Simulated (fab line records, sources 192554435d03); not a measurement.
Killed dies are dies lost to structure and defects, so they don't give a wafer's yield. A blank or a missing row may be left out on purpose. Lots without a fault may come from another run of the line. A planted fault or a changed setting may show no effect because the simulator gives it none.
Chamber matching | flow n5_finfet | N5_BEOL_M5_CURE_80 on uv_cure-03: 3 sister chambers
The step cures SiCOH lowk, time 120 s. 3 wafers are shown with their chamber, then 7 later ones without.

WAFERS WITH THEIR CHAMBER
wafer  | chamber | wafer_temp_C_max
L080.5 | 1       | 372.5
L085.6 | 2       | 371.2
L087.5 | 0       | 372.1

WAFERS WITHOUT THEIR CHAMBER
wafer  | wafer_temp_C_max
L087.6 | 371.9
L096.1 | 371.7
L096.2 | 371.7
L096.3 | 372.0
L095.1 | 371.8
L095.3 | 371.7
L095.5 | 371.3

WHICH CHAMBER EACH WENT THROUGH
wafer  | from the rows above          | in truth
L087.6 | can't be placed: 0 or 1 or 2 | 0
L096.1 | can't be placed: 0 or 2 or 1 | 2
L096.2 | can't be placed: 0 or 2 or 1 | 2
L096.3 | can't be placed: 0 or 1      | 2
L095.1 | can't be placed: 0 or 2 or 1 | 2
L095.3 | can't be placed: 0 or 2 or 1 | 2
L095.5 | 2                            | 2
Placed correctly: 1 of 7. Can't be placed from these rows: 6 (the true chamber is among the candidates in 5). Placed wrongly: 0.
How it was worked out, from the rows above alone: a wafer's distance from a chamber is the root of the sum, over the readings, of the square of ((its reading less the chamber's mean) divided by the reading's scatter). The wafer belongs to the nearest chamber; if the next one is less than 2 further off, it can't be placed. A chamber's mean is the mean of its shown wafers. The scatter: with one shown wafer a chamber, the root of the mean of the squares of how far each hidden wafer lies from its nearest shown one.
